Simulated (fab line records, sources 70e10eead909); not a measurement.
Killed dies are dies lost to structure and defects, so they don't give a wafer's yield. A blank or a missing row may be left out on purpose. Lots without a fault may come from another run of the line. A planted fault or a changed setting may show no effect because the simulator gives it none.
Chamber matching | flow nand_harc | NHARC_A_STAIRCASE_DESCUM_219 on rie_diel-07: 4 sister chambers
The step chemistry O2, time 3 s. 8 wafers are shown with their chamber, then 10 later ones without.

WAFERS WITH THEIR CHAMBER
wafer  | chamber | showerhead_plenum_p_Torr (Torr) | oes_product_au (a.u.)
L082.6 | 1       | 1.87                            | 0.994
L084.1 | 2       | 1.90                            | 0.997
L084.5 | 2       | 1.90                            | 1.000
L084.6 | 3       | 1.95                            | 1.005
L087.4 | 3       | 1.94                            | 1.000
L087.6 | 0       | 1.98                            | 1.012
L090.1 | 1       | 1.87                            | 0.991
L090.2 | 0       | 1.98                            | 1.005

WAFERS WITHOUT THEIR CHAMBER
wafer  | showerhead_plenum_p_Torr (Torr) | oes_product_au (a.u.)
L090.6 | 1.94                            | 1.011
L092.4 | 1.86                            | 0.990
L092.5 | 1.94                            | 1.009
L092.6 | 1.98                            | 0.989
L096.2 | 1.88                            | 0.993
L096.5 | 1.88                            | 0.998
L096.6 | 1.86                            | 0.987
L097.1 | 1.88                            | 1.003
L097.2 | 1.97                            | 1.004
L097.5 | 1.93                            | 0.992

WHICH CHAMBER EACH WENT THROUGH
wafer  | from the rows above     | in truth
L090.6 | 3                       | 3
L092.4 | 1                       | 1
L092.5 | 3                       | 3
L092.6 | 0                       | 0
L096.2 | 1                       | 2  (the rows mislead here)
L096.5 | 1                       | 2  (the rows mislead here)
L096.6 | 1                       | 1
L097.1 | can't be placed: 1 or 2 | 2
L097.2 | 0                       | 0
L097.5 | 3                       | 3
Placed correctly: 7 of 10. Can't be placed from these rows: 1 (the true chamber is among the candidates in 1). Placed wrongly: 2.
How it was worked out, from the rows above alone: a wafer's distance from a chamber is the root of the sum, over the readings, of the square of ((its reading less the chamber's mean) divided by the reading's scatter). The wafer belongs to the nearest chamber; if the next one is less than 2 further off, it can't be placed. A chamber's mean is the mean of its shown wafers. The scatter: the root of (the sum of the squares of (reading less its chamber's mean) over the shown wafers, divided by (wafers less chambers)).
